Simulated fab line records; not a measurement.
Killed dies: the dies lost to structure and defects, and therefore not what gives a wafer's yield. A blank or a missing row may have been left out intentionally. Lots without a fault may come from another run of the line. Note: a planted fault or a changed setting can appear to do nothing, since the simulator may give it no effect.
What tool caused it? | flow nand_harc | Sampling: 13 lots, 39 wafers, 5 of 1159 route steps

WHAT THE GAUGES READ, wafer by wafer
NHARC_A_SLIT_CD_MEAS_21.
lot  | measured     | on        | cd_nm (nm)
L613 | day 14 13:09 | cd_sem-03 | 289.9 290.0 289.6
L615 | day 14 15:35 | cd_sem-02 | 289.5 290.1 290.5
L614 | day 14 16:30 | cd_sem-01 | 289.6 289.8 290.1
L617 | day 15 00:50 | cd_sem-01 | 289.9 290.6 290.0
L616 | day 15 01:14 | cd_sem-03 | 289.7 290.2 289.5
L618 | day 15 11:29 | cd_sem-02 | 290.2 289.9 289.8
L622 | day 16 12:34 | cd_sem-01 | 290.3 290.6 290.9
L621 | day 16 15:34 | cd_sem-01 | 290.3 290.0 290.2
L624 | day 17 02:00 | cd_sem-02 | 289.1 288.9 289.1
L630 | day 18 08:31 | cd_sem-02 | 289.7 289.5 289.3
L631 | day 18 12:20 | cd_sem-01 | 290.2 289.5 290.4
L636 | day 19 16:23 | cd_sem-02 | 288.6 288.1 288.7
L634 | day 19 17:04 | cd_sem-02 | 289.0 289.0 289.2

NHARC_END_SORT_01.
lot  | measured     | on        | killed_at_array | killed_at_other | killed_at_periphery | killed_dies | killed_open | killed_short
L621 | day 21 22:28 | prober-01 | 22 18 26        | 1 0 0           | 3 6 5               | 26 24 31    | 1 2 3       | 0 3 2
L631 | day 23 12:02 | prober-02 | 25 20 7         | 4 1 4           | 8 11 8              | 37 32 19    | 9 2 2       | 1 0 2

TOOL THAT RAN EACH LOT (tool first, then ch and the chambers of the sampled wafers, then the start)
lot  | NHARC_A_SLIT_ETCH_15                          | NHARC_A_SLIT_ETCH_26             | NHARC_A_WL_FILL_ETCHBACK_17
L613 | rie_diel-04 ch 1,2,3, day 14 12:00 or earlier | har_etch-02 ch 0,1, day 14 12:00 | rie_metal-01 ch 1, day 15 14:41
L615 | rie_diel-02 ch 0,2,3, day 14 14:26 or earlier | har_etch-01 ch 0,1, day 14 14:26 | rie_metal-03 ch 0,1, day 15 20:48
L614 | rie_diel-05 ch 0,3, day 14 15:21 or earlier   | har_etch-02 ch 0,1, day 14 15:21 | rie_metal-01 ch 0,1, day 15 15:43
L617 | rie_diel-05 ch 0,2,3, day 14 23:40 or earlier | har_etch-02 ch 0,1, day 14 23:40 | rie_metal-02 ch 0,1, day 15 23:14
L616 | rie_diel-04 ch 0,1,2, day 15 00:08 or earlier | har_etch-01 ch 0,1, day 15 00:08 | rie_metal-02 ch 0,1, day 16 03:00
L618 | rie_diel-02 ch 0,3, day 15 10:16 or earlier   | har_etch-01 ch 1, day 15 10:16   | rie_metal-03 ch 1, day 16 15:38
L622 | rie_diel-04 ch 0,3, day 16 11:27 or earlier   | har_etch-01 ch 0,1, day 16 11:27 | rie_metal-01 ch 1, day 17 12:11
L621 | rie_diel-02 ch 2,3, day 16 14:22 or earlier   | har_etch-02 ch 0,1, day 16 14:22 | rie_metal-01 ch 0,1, day 17 22:09
L624 | rie_diel-04 ch 0,2, day 17 00:51 or earlier   | har_etch-01 ch 0,1, day 17 00:51 | rie_metal-01 ch 0,1, day 18 03:05
L630 | rie_diel-04 ch 1,2,3, day 18 07:23 or earlier | har_etch-02 ch 0,1, day 18 07:23 | rie_metal-02 ch 0,1, day 19 10:29
L631 | rie_diel-02 ch 0,1,3, day 18 11:11 or earlier | har_etch-01 ch 0,1, day 18 11:11 | rie_metal-03 ch 0,1, day 19 14:02
L636 | rie_diel-05 ch 0,1,2, day 19 15:14 or earlier | har_etch-01 ch 0,1, day 19 15:14 | rie_metal-03 ch 0,1, day 20 18:53
L634 | rie_diel-04 ch 0,1,3, day 19 15:54 or earlier | har_etch-02 ch 0,1, day 19 15:54 | rie_metal-02 ch 0,1, day 20 22:10
- NHARC_A_SLIT_ETCH_15: etches the open film in O2/COS, target depth 3200 nm, time 832 s.
- NHARC_A_SLIT_ETCH_26: etches the open film in C4F8/O2/Ar, time 90 s, target depth 400 nm.
- NHARC_A_WL_FILL_ETCHBACK_17: etches the open film in Cl2/BCl3, target depth 4 nm, time 26.7 s.

WHAT THE TOOLS THEMSELVES READ (means of the sampled wafers that have a number; where no wafer has one, the mark that the record gives instead)
NHARC_A_SLIT_ETCH_15.
lot  | tool        | drypump_motor_current_A (A) | oes_product_au (a.u.) | rf_vpp_V (V) | showerhead_plenum_p_Torr (Torr) | throttle_valve_pct (%)
L613 | rie_diel-04 | 5.8                         | 1.000                 | 312.4        | 2.99                            | 28.326
L615 | rie_diel-02 | 5.4                         | 0.999                 | 313.7        | 3.10                            | 28.335
L614 | rie_diel-05 | 6.2                         | 0.992                 | 313.9        | 3.14                            | 28.333
L617 | rie_diel-05 | 6.3                         | 1.006                 | 314.4        | 3.09                            | 28.331
L616 | rie_diel-04 | 5.5                         | 0.998                 | 313.1        | 3.06                            | 28.326
L618 | rie_diel-02 | 5.3                         | 0.996                 | 312.7        | 3.01                            | 28.331
L622 | rie_diel-04 | 5.5                         | 1.002                 | 313.7        | 3.10                            | 28.325
L621 | rie_diel-02 | 5.4                         | 0.992                 | 314.2        | 3.14                            | 28.334
L624 | rie_diel-04 | 5.1                         | 1.000                 | 313.9        | 3.12                            | 28.326
L630 | rie_diel-04 | 5.9                         | 1.004                 | 312.5        | 2.98                            | 28.331
L631 | rie_diel-02 | 5.4                         | 0.984                 | 312.9        | 3.03                            | 28.329
L636 | rie_diel-05 | 6.0                         | 0.991                 | 312.8        | 3.00                            | 28.328
L634 | rie_diel-04 | 5.9                         | 0.998                 | 312.6        | 3.03                            | 28.328

NHARC_A_SLIT_ETCH_26.
lot  | tool        | drypump_motor_current_A (A) | showerhead_plenum_p_Torr (Torr) | throttle_valve_pct (%)
L613 | har_etch-02 | 5.79                        | 3.79                            | 27.619
L615 | har_etch-01 | 5.50                        | 3.73                            | 27.615
L614 | har_etch-02 | 5.80                        | 3.79                            | 27.625
L617 | har_etch-02 | 5.79                        | 3.79                            | 27.617
L616 | har_etch-01 | 5.56                        | 3.76                            | 27.617
L618 | har_etch-01 | 5.64                        | 3.80                            | 27.621
L622 | har_etch-01 | 5.52                        | 3.72                            | 27.620
L621 | har_etch-02 | 5.81                        | 3.78                            | 27.625
L624 | har_etch-01 | 5.56                        | 3.75                            | 27.622
L630 | har_etch-02 | 5.80                        | 3.77                            | 27.610
L631 | har_etch-01 | 5.56                        | 3.74                            | 27.616
L636 | har_etch-01 | 5.58                        | 3.73                            | 27.617
L634 | har_etch-02 | 5.80                        | 3.76                            | 27.621

NHARC_A_WL_FILL_ETCHBACK_17.
lot  | tool         | drypump_motor_current_A (A) | oes_product_au (a.u.)
L613 | rie_metal-01 | 5.3                         | 0.994
L615 | rie_metal-03 | 5.4                         | 0.996
L614 | rie_metal-01 | 5.1                         | 0.997
L617 | rie_metal-02 | 5.6                         | 0.998
L616 | rie_metal-02 | 5.6                         | 1.007
L618 | rie_metal-03 | 5.3                         | 0.995
L622 | rie_metal-01 | 5.3                         | 1.001
L621 | rie_metal-01 | 5.2                         | 1.133
L624 | rie_metal-01 | 5.1                         | 1.126
L630 | rie_metal-02 | 5.9                         | 1.004
L631 | rie_metal-03 | 5.4                         | 0.997
L636 | rie_metal-03 | 5.3                         | 1.005
L634 | rie_metal-02 | 5.9                         | 1.003

THE ANSWER, worked out from the rows above alone
Rule: what is usual is taken from the lots themselves. The widest of any qualifying gaps counts: lots, ordered by their means at a reading, are off when they make up no more than a third of the lots, leave a main group of 4 or more, and stand apart from it by 3 or more times the standard deviation of that group's means. Not used: any main group whose means are identical at the precision the tables above print for the reading. Also off: a lot with no number at a reading for which 4 or more lots have one. The other lots that the step has rows for count as sound. First the gauges in route order, then the tools' own readings, where a lot's mean is used as printed above. At the first step where some lot is off, the reading lying furthest off is the one used; lots without a number count as furthest.
Off: L621, L624 (NHARC_A_WL_FILL_ETCHBACK_17, oes_product_au). For the main group the mean is 1.000 a.u. and the standard deviation 0.0042.
A tool fits if, at that step or a process step before it, it ran every lot that is off, and no sound lot after the first of them. NHARC_A_SLIT_ETCH_15 gives no start for some lots, so the hours and the order of its lots are those of NHARC_A_SLIT_ETCH_26. One candidate fits, namely rie_metal-01 at NHARC_A_WL_FILL_ETCHBACK_17. Its last sound lot is L622 (day 17 12:11), its first lot that is off L621 (day 17 22:09): a fault that began between those two fits.
On the lots that are off, the tool's own readings at NHARC_A_WL_FILL_ETCHBACK_17 differ by more than 5 times the standard deviation of the sound lots' means, which bears it out; oes_product_au reads 1.129 a.u. there versus 1.000 a.u. on the sound lots.

WHAT THE SIMULATOR PUT IN
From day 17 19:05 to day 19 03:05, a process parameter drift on rie_metal-01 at NHARC_A_WL_FILL_ETCHBACK_17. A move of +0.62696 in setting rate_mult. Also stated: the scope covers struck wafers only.
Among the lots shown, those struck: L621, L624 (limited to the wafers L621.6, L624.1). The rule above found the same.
